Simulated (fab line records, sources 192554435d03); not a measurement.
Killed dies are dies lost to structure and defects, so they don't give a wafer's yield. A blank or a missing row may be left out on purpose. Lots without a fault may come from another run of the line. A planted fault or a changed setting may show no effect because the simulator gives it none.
Chamber matching | flow n5_finfet | N5_BEOL_M12_ETCH_68 on rie_diel-03: 4 sister chambers
The step etches SOC in N2/H2, time 285 s. 18 wafers are shown with their chamber, then 9 later ones without.

WAFERS WITH THEIR CHAMBER
wafer  | chamber | throttle_valve_pct (%) | drypump_motor_current_A (A) | oes_product_au (a.u.)
L074.1 | 1       | 17.83                  | 5.4                         | 0.69
L074.3 | 0       | 18.19                  | 5.5                         | 0.69
L074.5 | 2       | 17.89                  | 5.7                         | 0.73
L078.2 | 0       | 18.19                  | 5.6                         | 0.68
L078.4 | 0       | 18.20                  | 5.6                         | 0.68
L078.5 | 2       | 17.91                  | 5.7                         | 0.73
L082.2 | 2       | 17.93                  | 5.7                         | 0.72
L082.4 | 1       | 17.53                  | 5.4                         | 0.99
L082.6 | 3       | 17.67                  | 5.6                         | 0.78
L084.1 | 0       | 18.21                  | 5.6                         | 0.67
L084.3 | 1       | 17.55                  | 5.4                         | 0.97
L084.4 | 2       | 17.93                  | 5.8                         | 0.73
L085.3 | 0       | 18.22                  | 5.6                         | 0.67
L085.5 | 1       | 17.56                  | 5.4                         | 0.94
L085.6 | 0       | 18.22                  | 5.6                         | 0.67
L087.2 | 0       | 18.22                  | 5.5                         | 0.67
L087.4 | 2       | 17.94                  | 5.7                         | 0.71
L087.6 | 1       | 17.56                  | 5.4                         | 0.94

SIGNATURES (means of the wafers above)
reading                 | chamber 0 | chamber 1 | chamber 2 | chamber 3 | scatter within a chamber
throttle_valve_pct      | 18.2071   | 17.6060   | 17.9200   | 17.6700   | 0.0687
drypump_motor_current_A | 5.571     | 5.400     | 5.720     | 5.600     | 0.0399
oes_product_au          | 0.6757    | 0.9060    | 0.7240    | 0.7800    | 0.0659
Rule: a wafer's distance from a chamber is the root of the sum, over the readings, of the square of ((its reading less the chamber's mean) divided by the reading's scatter). The wafer belongs to the nearest chamber; if the next one is less than 2 further off, it can't be placed. The scatter: the root of (the sum of the squares of (reading less its chamber's mean) over the shown wafers, divided by (wafers less chambers)).

WAFERS WITHOUT THEIR CHAMBER
wafer  | throttle_valve_pct (%) | drypump_motor_current_A (A) | oes_product_au (a.u.)
L088.2 | 17.57                  | 5.4                         | 0.93
L088.3 | 18.23                  | 5.6                         | 0.67
L088.5 | 17.68                  | 5.6                         | 0.78
L091.2 | 17.71                  | 5.6                         | 0.78
L091.4 | 17.95                  | 5.7                         | 0.71
L091.6 | 17.56                  | 5.4                         | 0.91
L092.2 | 17.72                  | 5.6                         | 0.77
L092.5 | 17.96                  | 5.7                         | 0.70
L092.6 | 17.71                  | 5.6                         | 0.77

WHICH CHAMBER EACH WENT THROUGH
wafer  | from the rows above | in truth
L088.2 | 1                   | 1
L088.3 | 0                   | 0
L088.5 | 3                   | 3
L091.2 | 3                   | 3
L091.4 | 2                   | 2
L091.6 | 1                   | 1
L092.2 | 3                   | 3
L092.5 | 2                   | 2
L092.6 | 3                   | 3
Placed correctly: 9 of 9. Can't be placed from these rows: 0. Placed wrongly: 0.
